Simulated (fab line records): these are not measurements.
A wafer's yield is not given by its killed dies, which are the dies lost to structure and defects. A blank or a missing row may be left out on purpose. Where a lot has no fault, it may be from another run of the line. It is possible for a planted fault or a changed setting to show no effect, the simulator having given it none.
fab line records	flow n5-finfet
[record] lots = 12	wafers = 33	last-day = 18
route steps=1938 shown BEOL_M10@1483 PASSIVATION@1936
lots that met no fault: taken from a fault-free run of the same line
start-h: hours from the record's first day to the start of the lot's first wafer shown	wait-h: hours from the lot's prior step to this one	" same as the row above	L1.1+2: a row that stands for several wafers	- either no value or no given start	* or withheld: withheld	< > ~ a bound
route shown NAME@n: names a module that has steps shown in the file, with the first one's number in the route	usual: the fault-free wafers' mean and standard deviation	same: alike in all rows	chamber/n: place in a boat	sites: each site's reading	_std_site: the standard deviation of these	_edge_site: the outer-site mean with the inner-site mean subtracted	radius-mm: how far each site lies from the wafer's centre	mask NAME#n: copy n	behind: the last tool/chamber to shape the wafer	hold: what put the lot on hold/how long, in hours/how the hold closed	device: which transistor (n, p or np) failed to switch	end of line: the same wafers' tests at the end of the route	a step given without rows: its recipe and nothing more	killed: not the wafer's yield, but the dies lost to structure and defects at the first sort	map: dies across one wafer; x = killed, . = not, _ = none there
set.NAME: setting as actually run; set.NAME@STEP: the setting as run at that earlier step	model.NAME: the simulator's own value behind a step, which no gauge read
one table for each step of the route and one row for each wafer, over a sample of lots
services: from which hour (start-h, from the record's first day; less than 0 if before it) a tool's chamber was out of use, for how many hours, and why
[[steps]]
[step N5_BEOL_M10_CD_MEAS_11]
[recipe] target-cd-nm = 64.1	landing-energy-ev = 500	detector = se-inlens	polarity = opening
[usual] cd-nm = 63.7/0.68
lot.wafer	tool	chamber	start-h	wait-h	cd-nm
L576.1	cd-sem-01	0	221.27	-	63.9
L576.4	"	0	"	"	64.3
L576.6	"	0	"	"	64.3
L577.2	cd-sem-02	0	236.63	-	63.4
L577.3	"	0	"	"	62.9
L577.5	"	0	"	"	62.8
L578.1	cd-sem-01	0	260.92	-	63.7
L578.2	"	0	"	"	63.2
L578.4	"	0	"	"	63.3
L581.4	cd-sem-02	0	266.51	-	64.4
L581.5	"	0	"	"	63.3
L581.6	"	0	"	"	64.3
L583.2	cd-sem-03	0	290.08	-	64.2
L583.4	"	0	"	"	63.2
L583.5	"	0	"	"	63.8
L586.4	cd-sem-02	0	297.96	-	62.9
L586.5	"	0	"	"	62.7
L586.6	"	0	"	"	62.4
L589.4	cd-sem-02	0	301.17	-	64.0
L589.5	"	0	"	"	64.3
L589.6	"	0	"	"	63.8
L585.3	cd-sem-03	0	304.93	-	64.5
L585.5	"	0	"	"	64.9
L587.2	cd-sem-02	0	305.10	-	63.4
L587.5	"	0	"	"	64.1
L587.6	"	0	"	"	64.4
L591.1	cd-sem-03	0	337.67	-	63.7
L591.5	"	0	"	"	64.7
L591.6	"	0	"	"	64.2
L592.6	cd-sem-02	0	371.39	-	62.7
L598.1	cd-sem-01	0	381.44	-	63.4
L598.2	"	0	"	"	62.9
L598.4	"	0	"	"	62.6
[step N5_BEOL_M10_HM_OPEN_17]
[recipe] chemistry = Cl2/BCl3	target-depth-a = 200	overetch-a = 60	target = TiN	mask-material = SOC	ion-energy-ev = 150	pressure-mtorr = 10	icp-w = 1000	bias-w = 126	Cl2_flow_sccm = 53.25	bcl3-flow-sccm = 21.75	Ar_flow_sccm = 25
[usual] bcl3-flow-sccm = 21.74/0.058	drypump-motor-current-A = 5.9/0.31	he-backside-leak-sccm = 3.4/0.39	mfc-cl2-sccm = 53.27/0.17	oes-product-au = 0.66/0.06	throttle-valve-pct = 22.09/0.17
lot.wafer	tool	chamber	start-h	wait-h	bcl3-flow-sccm	drypump-motor-current-A	he-backside-leak-sccm	mfc-cl2-sccm	oes-product-au	rf-hours-counter-h	throttle-valve-pct
L576.1	rie-metal-02	1	221.63	0.0	21.69	5.6	3.2	53.34	0.60	76	22.11
L576.4	"	0	"	"	21.71	6.0	3.3	53.09	0.68	-	21.91
L576.6	"	1	"	"	21.70	5.6	3.1	53.06	0.59	-	22.11
L577.2	rie-metal-02	0	237.07	0.0	21.74	6.0	3.4	53.29	0.67	35	21.92
L577.3	"	1	"	"	21.71	5.6	3.2	53.09	0.59	-	22.14
L577.5	"	0	"	"	21.81	5.9	3.4	53.35	0.67	-	21.93
L578.1	rie-metal-02	0	261.28	0.0	21.72	6.0	3.4	53.20	0.67	37	21.89
L578.2	"	1	"	"	21.64	5.6	3.1	53.34	0.59	79	22.12
L578.4	"	0	"	"	21.67	6.0	3.4	53.34	0.68	-	21.91
L581.4	rie-metal-02	0	266.96	0.1	21.78	5.9	3.3	53.39	0.67	-	21.90
L581.5	"	0	"	"	21.79	5.9	3.4	53.37	0.67	-	21.92
L581.6	"	1	"	"	21.76	5.6	3.2	53.27	0.59	-	22.12
L583.2	rie-metal-02	0	290.44	0.0	21.70	6.0	3.3	52.97	0.67	40	21.91
L583.4	"	1	"	"	21.76	5.6	3.1	53.31	0.58	-	22.13
L583.5	"	1	"	"	21.79	5.6	3.1	53.41	0.60	-	22.12
L586.4	rie-metal-03	1	298.34	0.1	21.59	5.8	3.2	53.35	0.70	-	21.91
L586.5	"	1	"	"	21.65	5.8	3.5	53.38	0.70	-	21.92
L586.6	"	0	"	"	21.79	6.0	3.3	53.29	0.79	-	22.18
L589.4	rie-metal-03	0	301.59	0.1	21.75	6.0	3.7	53.34	0.78	-	22.18
L589.5	"	1	"	"	21.70	5.9	3.2	53.34	0.70	-	21.91
L589.6	"	0	"	"	21.71	6.0	3.9	53.45	0.79	-	22.18
L585.3	rie-metal-03	1	305.32	0.1	21.72	5.9	3.3	53.25	0.71	-	21.89
L585.5	"	0	"	"	21.62	6.0	3.3	53.15	0.79	-	22.19
L587.2	rie-metal-02	0	305.88	0.0	21.68	6.0	3.5	53.27	0.67	41	21.91
L587.5	"	1	"	"	21.67	5.6	3.1	53.69	0.59	-	22.13
L587.6	"	0	"	"	21.74	6.0	3.4	53.14	0.67	-	21.90
L591.1	rie-metal-02	1	338.17	0.0	21.85	5.6	3.0	53.24	0.58	86	22.12
L591.5	"	0	"	"	21.70	6.0	3.4	53.32	0.65	-	21.94
L591.6	"	1	"	"	21.79	5.6	3.1	53.12	0.58	-	22.15
L592.6	rie-metal-03	0	371.81	0.1	21.79	6.0	3.4	53.32	0.77	-	22.22
L598.1	rie-metal-01	1	382.23	0.0	21.67	6.6	3.4	53.27	0.66	37	22.16
L598.2	"	0	"	"	21.76	5.5	3.5	52.99	0.65	56	22.49
L598.4	"	1	"	"	21.74	6.6	3.3	53.37	0.68	-	22.16
[step N5_BEOL_M10_EXPOSE_25]
[recipe] mask-id = V9	na = 1.35	source-shape = annular	sigma-inner = 0.5	sigma-outer = 0.8	polarization = unpolarized	dose-mj = 85.5
[usual] exposure-dose-mJ-cm2 = 85.9/0.45	stage-vel-mm-s = 500.06/0.26
lot.wafer	tool	chamber	start-h	wait-h	mask	exposure-dose-mJ-cm2	stage-vel-mm-s
L576.1	arfi-scanner-02	0	222.96	-	V9#0	86.4	500.25
L576.4	"	0	"	"	V9#0	86.2	500.11
L576.6	"	0	"	"	V9#0	86.4	500.07
L577.2	arfi-scanner-02	0	239.08	-	V9#0	86.4	499.98
L577.3	"	0	"	"	V9#0	86.4	500.11
L577.5	"	0	"	"	V9#0	86.3	499.59
L578.1	arfi-scanner-02	0	265.23	-	V9#0	86.2	499.78
L578.2	"	0	"	"	V9#0	86.5	500.12
L578.4	"	0	"	"	V9#0	86.4	499.53
L581.4	arfi-scanner-02	0	269.46	-	V9#0	86.3	499.31
L581.5	"	0	"	"	V9#0	86.4	499.99
L581.6	"	0	"	"	V9#0	86.3	500.04
L583.2	arfi-scanner-01	0	290.79	-	V9#0	85.4	500.49
L583.4	"	0	"	"	V9#0	85.5	500.03
L583.5	"	0	"	"	V9#0	85.5	500.14
L586.4	arfi-scanner-02	0	299.32	-	V9#0	86.3	500.28
L586.5	"	0	"	"	V9#0	86.4	500.03
L586.6	"	0	"	"	V9#0	86.3	500.19
L589.4	arfi-scanner-02	0	303.40	-	V9#0	86.4	500.06
L589.5	"	0	"	"	V9#0	86.4	500.62
L589.6	"	0	"	"	V9#0	86.4	499.90
L585.3	arfi-scanner-01	0	308.30	-	V9#0	85.5	500.12
L585.5	"	0	"	"	V9#0	85.6	500.14
L587.2	arfi-scanner-01	0	308.39	-	V9#0	85.6	500.27
L587.5	"	0	"	"	V9#0	85.4	500.41
L587.6	"	0	"	"	V9#0	85.4	500.70
L591.1	arfi-scanner-02	0	338.68	-	V9#0	86.4	500.02
L591.5	"	0	"	"	V9#0	86.4	499.97
L591.6	"	0	"	"	V9#0	86.4	499.98
L592.6	arfi-scanner-02	0	376.59	-	V9#0	87.7	500.14
L598.1	arfi-scanner-01	0	383.65	-	V9#0	85.3	499.79
L598.2	"	0	"	"	V9#0	85.3	499.54
L598.4	"	0	"	"	V9#0	85.4	500.07
[step N5_BEOL_M10_OVL_MEAS_29]
[recipe] points-per-wafer = 44
[usual] V9_OVL = 0.2/0.73
lot.wafer	tool	chamber	start-h	wait-h	V9_OVL[nm]
L576.1	overlay-01	0	223.12	0.0	0.2
L576.4	"	0	"	"	0.6
L576.6	"	0	"	"	-0.4
L577.2	overlay-01	0	239.23	0.0	1.1
L577.3	"	0	"	"	0.1
L577.5	"	0	"	"	-1.4
L578.1	overlay-01	0	265.39	0.0	-0.7
L578.2	"	0	"	"	-0.4
L578.4	"	0	"	"	-0.2
L581.4	overlay-02	0	269.60	0.0	0.0
L581.5	"	0	"	"	-0.8
L581.6	"	0	"	"	0.2
L583.2	overlay-02	0	290.95	0.0	0.5
L583.4	"	0	"	"	1.7
L583.5	"	0	"	"	0.7
L586.4	overlay-02	0	299.47	0.0	0.3
L586.5	"	0	"	"	-0.2
L586.6	"	0	"	"	0.7
L589.4	overlay-01	0	303.54	0.0	-1.1
L589.5	"	0	"	"	-0.4
L589.6	"	0	"	"	-1.1
L585.3	overlay-01	0	308.45	0.0	0.5
L585.5	"	0	"	"	-0.7
L587.2	overlay-01	0	308.55	0.0	0.6
L587.5	"	0	"	"	1.5
L587.6	"	0	"	"	0.6
L591.1	overlay-02	0	338.84	0.0	0.1
L591.5	"	0	"	"	0.1
L591.6	"	0	"	"	-0.4
L592.6	overlay-02	0	376.72	0.0	-0.4
L598.1	overlay-02	0	383.81	0.0	1.6
L598.2	"	0	"	"	0.9
L598.4	"	0	"	"	1.0
[step N5_PASSIVATION_PROBE_49]
[usual] defect-limited-yield = 91.0/1.4	killed_at_M0_to_M3 = 36/10	killed_at_M4_up = 15/5	killed-at-contacts = 12/6.1	killed-at-front-end = 40/13	killed-at-other = 3.8/2.9	killed-dies = 106/16	killed-open = 68/12	killed-short = 35/8.2	sort_bin_5_function = 5.2/0.9	sort_bin_6_memory = 3.4/0.71	sort_bin_8_speed = 0.0/0.46	sort-n-pass = 1073/17	sort-yield-pct = 91.0/1.5
[same] gross-dies = 1180	killed-at-back-side = 0	sort_bin_4_leakage[%] = 0
lot.wafer	tool	chamber	start-h	wait-h	defect-limited-yield[%]	killed_at_M0_to_M3	killed_at_M4_up	killed-at-contacts	killed-at-front-end	killed-at-other	killed-dies	killed-open	killed-short	sort_bin_5_function[%]	sort_bin_6_memory[%]	sort_bin_8_speed[%]	sort-n-pass	sort-yield-pct[%]
L576.1	prober-01	-	282.25	0.0	91.1	26	18	24	34	3	105	68	34	5.7	3.0	0	1075	91.1
L576.4	prober-01	-	282.40	0.2	90.7	27	17	21	40	5	110	78	29	5.1	4.1	0	1070	90.7
L576.6	prober-01	-	282.50	0.3	91.1	28	16	17	38	6	105	59	44	5.3	3.3	0	1075	91.1
L577.2	prober-02	-	296.92	0.1	91.3	24	13	18	45	3	103	77	23	5.3	3.4	0	1077	91.3
L577.3	prober-02	-	296.97	0.1	88.1	35	10	17	75	3	140	91	47	7.1	4.5	0	1040	88.1
L577.5	prober-02	-	297.07	0.2	88.9	37	19	17	58	0	131	99	30	6.4	4.1	0	1049	88.9
L578.1	prober-02	-	330.79	0.0	91.4	32	12	4	44	9	101	59	37	4.8	3.3	0	1079	91.4
L578.2	prober-02	-	330.84	0.1	93.6	39	10	3	20	4	76	50	23	3.6	2.6	0	1104	93.6
L578.4	prober-02	-	330.94	0.2	90.3	46	7	4	47	10	114	69	44	5.4	3.7	0	1066	90.3
L581.4	prober-02	-	336.46	0.2	90.5	40	9	18	41	4	112	68	43	5.2	4.0	0.1	1067	90.4
L581.5	prober-02	-	336.51	0.2	91.0	40	19	18	22	7	106	69	36	5.7	3.2	0	1074	91.0
L581.6	prober-02	-	336.56	0.3	90.4	38	14	18	36	7	113	73	37	5.6	3.7	0	1067	90.4
L583.2	prober-02	-	363.11	0.1	92.3	29	21	13	25	3	91	68	21	4.2	3.2	0	1089	92.3
L583.4	prober-02	-	363.21	0.2	89.9	35	25	12	44	3	119	76	41	5.8	3.7	0	1061	89.9
L583.5	prober-02	-	363.26	0.2	90.5	34	27	16	33	2	112	80	32	5.6	3.7	0	1068	90.5
L586.4	prober-02	-	364.57	0.2	93.1	34	7	14	25	1	81	53	27	4.7	1.9	0	1099	93.1
L586.5	prober-02	-	364.62	0.2	92.3	30	22	13	22	4	91	62	27	4.7	2.7	0	1089	92.3
L586.6	prober-02	-	364.67	0.3	90.9	44	15	18	28	2	107	69	38	4.7	3.7	0	1073	90.9
L587.2	prober-02	-	376.82	0.1	93.7	30	6	12	24	2	74	49	23	4.2	1.9	0	1106	93.7
L587.5	prober-02	-	376.97	0.2	90.1	40	22	18	35	2	117	68	46	5.5	3.9	0	1063	90.1
L587.6	prober-02	-	377.02	0.3	91.3	53	14	4	32	0	103	62	38	5.5	2.6	0	1077	91.3
L585.3	prober-01	-	377.29	0.5	91.5	26	19	18	35	2	100	68	30	4.3	3.7	0	1080	91.5
L585.5	prober-01	-	377.39	0.6	91.4	31	14	14	43	0	102	70	23	4.1	3.4	0	1078	91.4
L589.4	prober-01	-	377.64	0.9	91.2	35	14	8	41	6	104	68	34	5.1	3.6	0	1076	91.2
L589.5	prober-01	-	377.69	0.9	91.9	28	12	15	37	4	96	68	27	4.9	3.1	0	1084	91.9
L589.6	prober-01	-	377.74	1.0	91.8	25	17	4	47	4	97	66	29	4.9	3.0	0	1083	91.8
L591.1	prober-02	-	395.74	0.0	92.3	37	18	11	25	0	91	67	20	4.7	2.5	0	1089	92.3
L591.5	prober-02	-	395.94	0.2	92.2	53	12	3	23	1	92	67	20	5.0	2.5	0	1088	92.2
L591.6	prober-02	-	395.99	0.3	89.8	44	23	19	25	9	120	91	29	6.4	3.5	0	1060	89.8
L592.6	prober-01	-	433.25	0.5	91.8	28	20	11	36	2	97	60	33	5.6	2.4	0	1083	91.8
L598.1	prober-01	-	442.42	0.0	91.7	16	21	30	29	2	98	74	20	4.8	3.2	0	1082	91.7
L598.2	prober-01	-	442.47	0.1	93.9	21	14	10	25	2	72	44	27	3.5	2.5	0	1108	93.9
L598.4	prober-01	-	442.57	0.2	91.2	36	12	14	41	1	104	63	38	5.4	3.1	0	1076	91.2
// killed by level:class
L576.1 MOL_CONTACT_COAG:geometric-particle:open=18 STI_FIN_REVEAL:geometric-particle:open=8 BEOL_M0_SAQP:geometric-particle:short=8 BEOL_M4:geometric-particle:short=7 MOL_CONTACT_COAG:geometric-particle:short=6 BEOL_M3:geometric-particle:open=6 FIN_SAQP:geometric-particle:open=4 GATE_CUT:geometric-particle:open=4
L576.4 STI_FIN_REVEAL:geometric-particle:open=24 MOL_CONTACT_COAG:geometric-particle:open=14 BEOL_M2:geometric-particle:open=9 BEOL_M1:geometric-particle:open=8 MOL_CONTACT_COAG:geometric-particle:short=7 BEOL_M4:geometric-particle:open=7 BEOL_M5:geometric-particle:open=6 FIN_SAQP:geometric-particle:short=4
L576.6 MOL_CONTACT_COAG:geometric-particle:open=12 BEOL_M0_SAQP:geometric-particle:short=8 BEOL_M0_SAQP:geometric-particle:open=7 FIN_SAQP:geometric-particle:short=6 ILD0:geometric-particle:short=5 GATE_CUT:geometric-particle:short=5 MOL_CONTACT_COAG:geometric-particle:short=5 BEOL_M1:geometric-particle:open=5
L577.2 MOL_CONTACT_COAG:geometric-particle:open=17 STI_FIN_REVEAL:geometric-particle:open=15 FIN_SAQP:geometric-particle:open=9 FIN_SAQP:geometric-particle:short=6 BEOL_M3:geometric-particle:open=6 GATE_CUT:geometric-particle:open=5 BEOL_M2:geometric-particle:open=5 BEOL_M4:geometric-particle:open=5
L577.3 STI_FIN_REVEAL:geometric-particle:open=27 FIN_SAQP:geometric-particle:open=18 MOL_CONTACT_COAG:geometric-particle:open=11 GATE_CUT:geometric-particle:short=10 BEOL_M0_SAQP:geometric-particle:short=8 FIN_SAQP:geometric-particle:short=7 BEOL_M3:geometric-particle:open=6 STI_FIN_REVEAL:geometric-particle:short=5
L577.5 STI_FIN_REVEAL:geometric-particle:open=19 FIN_SAQP:geometric-particle:open=18 MOL_CONTACT_COAG:geometric-particle:open=12 BEOL_M0_SAQP:geometric-particle:open=8 BEOL_M3:geometric-particle:open=8 BEOL_M2:geometric-particle:open=6 BEOL_M0:geometric-particle:open=6 BEOL_M4:geometric-particle:open=6
L578.1 STI_FIN_REVEAL:geometric-particle:open=10 STARTING-WAFER:geometric-particle:open=8 BEOL_M3:geometric-particle:open=7 BEOL_M0_SAQP:geometric-particle:open=6 BEOL_M0_SAQP:geometric-particle:short=5 BEOL_M5:geometric-particle:open=5 HKMG_FIN:area-etch=5 STI_FIN_REVEAL:geometric-particle:short=4
L578.2 BEOL_M1:geometric-particle:open=14 BEOL_M0_SAQP:geometric-particle:open=7 BEOL_M0_SAQP:geometric-particle:short=7 STI_FIN_REVEAL:geometric-particle:open=5 BEOL_M2:geometric-particle:open=4 DUMMY_GATE:geometric-particle:open=3 MOL_CONTACT_COAG:geometric-particle:open=3 BEOL_M5:geometric-particle:open=3
L578.4 FIN_SAQP:geometric-particle:short=15 BEOL_M0_SAQP:geometric-particle:open=14 BEOL_M0_SAQP:geometric-particle:short=10 STI_FIN_REVEAL:geometric-particle:open=9 BEOL_M1:geometric-particle:open=9 BEOL_M2:geometric-particle:open=8 FIN_SAQP:geometric-particle:open=6 DUMMY_GATE:geometric-particle:open=3
L581.4 MOL_CONTACT_COAG:geometric-particle:open=13 BEOL_M2:geometric-particle:open=11 FIN_SAQP:geometric-particle:open=9 BEOL_M0_SAQP:geometric-particle:open=8 BEOL_M3:geometric-particle:open=7 STI_FIN_REVEAL:geometric-particle:open=5 MOL_CONTACT_COAG:geometric-particle:short=5 BEOL_M0_SAQP:geometric-particle:short=5
L581.5 MOL_CONTACT_COAG:geometric-particle:open=16 BEOL_M4:geometric-particle:open=11 BEOL_M0_SAQP:geometric-particle:short=11 BEOL_M1:geometric-particle:open=11 BEOL_M0_SAQP:geometric-particle:open=6 FIN_SAQP:geometric-particle:short=5 BEOL_M2:geometric-particle:open=5 BEOL_M2:geometric-particle:short=4
L581.6 MOL_CONTACT_COAG:geometric-particle:open=14 FIN_SAQP:geometric-particle:short=10 BEOL_M0_SAQP:geometric-particle:open=10 FIN_SAQP:geometric-particle:open=9 BEOL_M3:geometric-particle:open=9 BEOL_M2:geometric-particle:open=7 ILD0:geometric-particle:open=5 BEOL_M2:geometric-particle:short=4
L583.2 MOL_CONTACT_COAG:geometric-particle:open=11 BEOL_M4:geometric-particle:open=11 BEOL_M3:geometric-particle:open=8 BEOL_M2:geometric-particle:open=6 BEOL_M5:geometric-particle:open=5 FIN_SAQP:geometric-particle:open=4 STI_FIN_REVEAL:geometric-particle:open=4 GATE_CUT:geometric-particle:short=4
L583.4 BEOL_M4:geometric-particle:open=15 STI_FIN_REVEAL:geometric-particle:open=12 BEOL_M0_SAQP:geometric-particle:short=12 MOL_CONTACT_COAG:geometric-particle:open=10 BEOL_M0_SAQP:geometric-particle:open=8 FIN_SAQP:geometric-particle:short=6 BEOL_M3:geometric-particle:open=5 FIN_SAQP:geometric-particle:open=4
L583.5 MOL_CONTACT_COAG:geometric-particle:open=15 BEOL_M1:geometric-particle:open=9 BEOL_M4:geometric-particle:open=9 BEOL_M3:geometric-particle:open=7 FIN_SAQP:geometric-particle:short=6 FIN_SAQP:geometric-particle:open=6 GATE_CUT:geometric-particle:short=6 BEOL_M0_SAQP:geometric-particle:open=6
L586.4 MOL_CONTACT_COAG:geometric-particle:open=10 BEOL_M2:geometric-particle:open=9 BEOL_M0_SAQP:geometric-particle:open=7 FIN_SAQP:geometric-particle:short=6 BEOL_M0_SAQP:geometric-particle:short=6 BEOL_M1:geometric-particle:open=5 FIN_SAQP:geometric-particle:open=4 MOL_CONTACT_COAG:geometric-particle:short=4
L586.5 MOL_CONTACT_COAG:geometric-particle:open=9 STI_FIN_REVEAL:geometric-particle:open=7 BEOL_M0_SAQP:geometric-particle:short=7 BEOL_M1:geometric-particle:open=7 BEOL_M4:geometric-particle:open=7 BEOL_M0_SAQP:geometric-particle:open=5 BEOL_M2:geometric-particle:open=5 MOL_CONTACT_COAG:geometric-particle:short=4
L586.6 MOL_CONTACT_COAG:geometric-particle:open=15 BEOL_M1:geometric-particle:open=9 BEOL_M2:geometric-particle:open=9 BEOL_M4:geometric-particle:open=9 STI_FIN_REVEAL:geometric-particle:open=8 FIN_SAQP:geometric-particle:short=7 BEOL_M3:geometric-particle:short=6 BEOL_M0_SAQP:geometric-particle:open=5
L587.2 BEOL_M0_SAQP:geometric-particle:open=13 MOL_CONTACT_COAG:geometric-particle:open=11 BEOL_M0_SAQP:geometric-particle:short=8 DUMMY_GATE:geometric-particle:open=5 GATE_CUT:geometric-particle:short=4 BEOL_M4:geometric-particle:open=4 STI_FIN_REVEAL:geometric-particle:open=3 BEOL_M3:geometric-particle:open=3
L587.5 BEOL_M0_SAQP:geometric-particle:open=14 MOL_CONTACT_COAG:geometric-particle:open=13 BEOL_M0_SAQP:geometric-particle:short=12 BEOL_M5:geometric-particle:open=10 GATE_CUT:geometric-particle:short=8 BEOL_M3:geometric-particle:open=7 BEOL_M5:geometric-particle:short=6 FIN_SAQP:geometric-particle:short=5
L587.6 BEOL_M0_SAQP:geometric-particle:short=15 BEOL_M3:geometric-particle:open=15 BEOL_M0_SAQP:geometric-particle:open=12 GATE_CUT:geometric-particle:short=9 STI_FIN_REVEAL:geometric-particle:open=6 FIN_SAQP:geometric-particle:open=4 BEOL_M2:geometric-particle:open=4 GATE_CUT:geometric-particle:open=3
L585.3 FIN_SAQP:geometric-particle:open=13 MOL_CONTACT_COAG:geometric-particle:open=13 BEOL_M4:geometric-particle:open=7 BEOL_M1:geometric-particle:open=7 BEOL_M0_SAQP:geometric-particle:short=5 MOL_CONTACT_COAG:geometric-particle:short=5 BEOL_M0_SAQP:geometric-particle:open=4 BEOL_M2:geometric-particle:open=4
L585.5 MOL_CONTACT_COAG:geometric-particle:open=11 BEOL_M4:geometric-particle:open=10 BEOL_M2:geometric-particle:open=10 HKMG_FIN:area-etch=8 FIN_SAQP:geometric-particle:open=7 BEOL_M3:geometric-particle:open=6 STI_FIN_REVEAL:geometric-particle:open=5 SPACER0:geometric-particle:short=4
L589.4 BEOL_M2:geometric-particle:open=12 BEOL_M3:geometric-particle:open=10 FIN_SAQP:geometric-particle:short=9 STI_FIN_REVEAL:geometric-particle:open=6 MOL_CONTACT_COAG:geometric-particle:open=6 FIN_SAQP:geometric-particle:open=5 BEOL_M0_SAQP:geometric-particle:short=5 BEOL_M4:geometric-particle:open=5
L589.5 DUMMY_GATE:geometric-particle:open=13 MOL_CONTACT_COAG:geometric-particle:open=12 BEOL_M2:geometric-particle:open=8 STI_FIN_REVEAL:geometric-particle:open=7 BEOL_M3:geometric-particle:open=7 STI_FIN_REVEAL:geometric-particle:short=5 BEOL_M1:geometric-particle:open=4 BEOL_M4:geometric-particle:open=4
L589.6 STI_FIN_REVEAL:geometric-particle:open=14 FIN_SAQP:geometric-particle:open=9 BEOL_M4:geometric-particle:open=7 DUMMY_GATE:geometric-particle:open=7 BEOL_M2:geometric-particle:open=6 FIN_SAQP:geometric-particle:short=4 SPACER0:geometric-particle:open=3 MOL_CONTACT_COAG:geometric-particle:open=3
L591.1 BEOL_M3:geometric-particle:open=12 MOL_CONTACT_COAG:geometric-particle:open=8 BEOL_M1:geometric-particle:open=8 BEOL_M4:geometric-particle:open=7 DUMMY_GATE:geometric-particle:open=5 BEOL_M0_SAQP:geometric-particle:short=5 BEOL_M2:geometric-particle:open=5 FIN_SAQP:geometric-particle:short=4
L591.5 BEOL_M2:geometric-particle:open=19 BEOL_M3:geometric-particle:open=17 BEOL_M1:geometric-particle:open=7 BEOL_M2:geometric-particle:short=5 ILD0:geometric-particle:open=3 MOL_CONTACT_COAG:geometric-particle:open=3 BEOL_M5:geometric-particle:open=3 BEOL_M10:geometric-particle:open=3
L591.6 MOL_CONTACT_COAG:geometric-particle:open=18 BEOL_M4:geometric-particle:open=16 BEOL_M2:geometric-particle:open=14 BEOL_M3:geometric-particle:open=9 BEOL_M1:geometric-particle:open=7 GATE_CUT:geometric-particle:short=5 BEOL_M0_SAQP:geometric-particle:open=5 ILD0:geometric-particle:short=4
L592.6 BEOL_M4:geometric-particle:open=11 GATE_CUT:geometric-particle:short=10 MOL_CONTACT_COAG:geometric-particle:open=9 BEOL_M1:geometric-particle:open=7 FIN_SAQP:geometric-particle:short=6 BEOL_M0_SAQP:geometric-particle:open=6 BEOL_M3:geometric-particle:open=6 FIN_SAQP:geometric-particle:open=5
L598.1 MOL_CONTACT_COAG:geometric-particle:open=27 BEOL_M4:geometric-particle:open=9 FIN_SAQP:geometric-particle:open=7 STI_FIN_REVEAL:geometric-particle:open=6 BEOL_M4:geometric-particle:short=5 DUMMY_GATE:geometric-particle:open=3 MOL_CONTACT_COAG:geometric-particle:short=3 BEOL_M0:geometric-particle:open=3
L598.2 BEOL_M3:geometric-particle:open=12 MOL_CONTACT_COAG:geometric-particle:open=7 FIN_SAQP:geometric-particle:open=6 STARTING-WAFER:geometric-particle:short=6 BEOL_M4:geometric-particle:open=5 STI_FIN_REVEAL:geometric-particle:open=4 BEOL_M3:geometric-particle:short=4 MOL_CONTACT_COAG:geometric-particle:short=3
L598.4 BEOL_M0_SAQP:geometric-particle:open=12 BEOL_M0_SAQP:geometric-particle:short=10 FIN_SAQP:geometric-particle:short=8 FIN_SAQP:geometric-particle:open=8 MOL_CONTACT_COAG:geometric-particle:open=8 BEOL_M3:geometric-particle:open=7 STI_FIN_REVEAL:geometric-particle:open=6 BEOL_M4:geometric-particle:open=6
[[services]]
tool	chamber	start-h	hours	kind
rie-metal-03	0	203.27	-	clean
rie-metal-03	0	203.27	22.5	scheduled-down
rie-metal-03	0	203.27	22.5	vent-cycle
arfi-scanner-02	-	210.82	2.8	repair
arfi-scanner-02	-	221.53	0.2	repair
arfi-scanner-02	-	221.96	1.0	pm
arfi-scanner-01	-	241.17	0.8	pm
arfi-scanner-02	-	266.21	1.3	pm
arfi-scanner-01	-	267.57	1.3	pm
arfi-scanner-02	-	274.96	16.0	pm
arfi-scanner-01	0	275.36	-	calibration
arfi-scanner-02	-	302.30	0.7	repair
arfi-scanner-02	0	310.30	-	calibration
arfi-scanner-02	-	319.12	1.0	pm
arfi-scanner-02	-	320.26	3.9	pm
arfi-scanner-01	-	325.59	1.0	pm
arfi-scanner-02	-	339.30	4.9	pm
arfi-scanner-01	-	356.58	1.1	repair
arfi-scanner-01	-	375.70	3.9	pm
[[key]]
[first-sign] step = N5_BEOL_M10_EXPOSE_25	reading = exposure-dose-mJ-cm2	direction = up	sigmas = 4.1	usual = 85.9	struck = 87.7
effect none on later readings
met-at N5_BEOL_M10_EXPOSE_25
struck-lots L592
not-acting-at N5_BEOL_M10_CD_MEAS_11,N5_BEOL_M10_HM_OPEN_17,N5_BEOL_M10_OVL_MEAS_29
onset-between 338.68 376.59
[fault] kind = process-parameter-drift	tool = arfi-scanner-02	chamber = -	onset-h = 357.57	steps = N5_BEOL_M10_EXPOSE_25	channel = dose-mj	offset = 1.3162	shape = step	acts-in = these-recipes-only	stated = 85.5
